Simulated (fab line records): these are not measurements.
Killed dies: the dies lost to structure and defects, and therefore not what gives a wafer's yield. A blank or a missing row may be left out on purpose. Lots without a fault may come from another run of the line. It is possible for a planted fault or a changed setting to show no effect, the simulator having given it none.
Which tool did it? | flow nand harc | Sampling: 14 lots, 42 wafers, 3 of 1302 route steps

== WHAT THE GAUGES READ, wafer by wafer ==
NHARC_A_DECK1_JOINT_THK_MEAS_14: measures by ellipsometry.
lot  | measured     | on            | thk nm (nm)
L986 | day 11 01:20 | film metro-01 | 51.2 48.0 51.6
L990 | day 12 18:04 | film metro-02 | 51.1 51.0 51.4
L989 | day 12 18:05 | film metro-01 | 49.0 49.7 47.7
L991 | day 13 13:59 | film metro-02 | 54.9 53.0 48.3
L992 | day 13 23:52 | film metro-02 | 51.8 49.6 50.4
L993 | day 14 15:44 | film metro-01 | 54.0 50.4 53.2
L994 | day 14 23:58 | film metro-02 | 52.6 50.7 52.4
L995 | day 15 21:20 | film metro-02 | 53.2 52.4 52.0
L101 | day 17 19:17 | film metro-01 | 51.4 50.7 53.2
L103 | day 18 17:53 | film metro-02 | 51.9 51.5 50.4
L104 | day 18 20:35 | film metro-02 | 52.5 51.9 51.8
L106 | day 19 10:26 | film metro-02 | 53.8 53.2 54.3
L107 | day 20 06:01 | film metro-01 | 52.1 49.8 51.1
L109 | day 20 19:15 | film metro-02 | 51.0 53.4 51.4

NHARC_A_ONON_D2_THK_MEAS_21: measures by ellipsometry.
lot  | measured     | on            | thk nm (nm)
L986 | day 12 09:05 | film metro-01 | 992 994 995
L990 | day 14 02:55 | film metro-01 | 1000 999 999
L989 | day 14 02:55 | film metro-02 | 993 991 992
L991 | day 15 03:15 | film metro-02 | 986 987 987
L992 | day 15 08:38 | film metro-01 | 995 994 994
L993 | day 16 05:37 | film metro-01 | 1027 1027 1027
L994 | day 16 11:47 | film metro-02 | 1003 1003 1001
L995 | day 17 08:00 | film metro-02 | 995 992 994
L101 | day 19 01:32 | film metro-01 | 670 671 669 669 670 670
L103 | day 20 02:53 | film metro-01 | 676 676 675 676 676 677
L104 | day 20 02:53 | film metro-02 | 980 981 978
L106 | day 20 20:55 | film metro-02 | 1000 1002 1001
L107 | day 21 19:11 | film metro-01 | 997 996 997
L109 | day 22 20:29 | film metro-02 | 1000 1000 1000

== WHAT TOOL EACH LOT RAN ON (gives the tool, then ch and the chambers of the sampled wafers, and finally the start) ==
lot  | NHARC_A_ONON_D2_DEP_19
L986 | pecvd onon-02 ch 0, day 12 08:34
L990 | pecvd onon-03 ch 0, day 14 02:24
L989 | pecvd onon-02 ch 0, day 14 02:28
L991 | pecvd onon-03 ch 0, day 15 02:54
L992 | pecvd onon-02 ch 0, day 15 08:08
L993 | pecvd onon-03 ch 0, day 16 05:07
L994 | pecvd onon-03 ch 0, day 16 11:23
L995 | pecvd onon-02 ch 0, day 17 07:28
L101 | pecvd onon-02 ch 0, day 19 01:08
L103 | pecvd onon-02 ch 0, day 20 02:22
L104 | pecvd onon-03 ch 0, day 20 02:22
L106 | pecvd onon-03 ch 0, day 20 20:28
L107 | pecvd onon-01 ch 0, day 21 18:41
L109 | pecvd onon-02 ch 0, day 22 20:02
- NHARC_A_ONON_D2_DEP_19: target thk 1000 nm.

== AS READ BY THE TOOLS THEMSELVES (means over the sampled wafers that have a number; for cases with no such wafer, the mark the record gives instead) ==
NHARC_A_ONON_D2_DEP_19.
lot  | tool          | susceptor temp C (C)
L986 | pecvd onon-02 | 399.82
L990 | pecvd onon-03 | 399.93
L989 | pecvd onon-02 | 399.75
L991 | pecvd onon-03 | 399.97
L992 | pecvd onon-02 | 399.81
L993 | pecvd onon-03 | 399.89
L994 | pecvd onon-03 | 399.77
L995 | pecvd onon-02 | 400.01
L101 | pecvd onon-02 | 399.64
L103 | pecvd onon-02 | 399.86
L104 | pecvd onon-03 | 400.05
L106 | pecvd onon-03 | 400.14
L107 | pecvd onon-01 | 400.25
L109 | pecvd onon-02 | 399.97

== THE ANSWER, worked out from the rows above alone ==
Rule: the usual values come from the lots themselves. The widest of any qualifying gaps counts: lots, ordered by their means at a reading, are off when they make up no more than a third of the lots, leave a main group of 4 or more, and stand apart from it by 3 or more times the standard deviation of that group's means. A main group is skipped when, at the precision printed for the reading in the tables above, its means are all equal. Also off: a lot with no number at a reading for which 4 or more lots have one. Any other lot the step has rows for is counted as sound. First the gauges in route order, then the tools' own readings, where a lot's mean is used as printed above. The first step at which some lot is off is used, and at that step the reading that is off furthest; a lot without a number counts as furthest.
Off: L101, L103, at NHARC_A_ONON_D2_THK_MEAS_21 (thk nm). For the main group the mean is 997 nm and the standard deviation 11.
If a tool, at a process step before that reading, ran all the lots that are off and no sound lot after the first of them, it fits. The gauges at NHARC_A_ONON_D2_THK_MEAS_21 are tried like those tools. No candidate that was tried fits.

== WHAT THE SIMULATOR HAD INSERTED ==
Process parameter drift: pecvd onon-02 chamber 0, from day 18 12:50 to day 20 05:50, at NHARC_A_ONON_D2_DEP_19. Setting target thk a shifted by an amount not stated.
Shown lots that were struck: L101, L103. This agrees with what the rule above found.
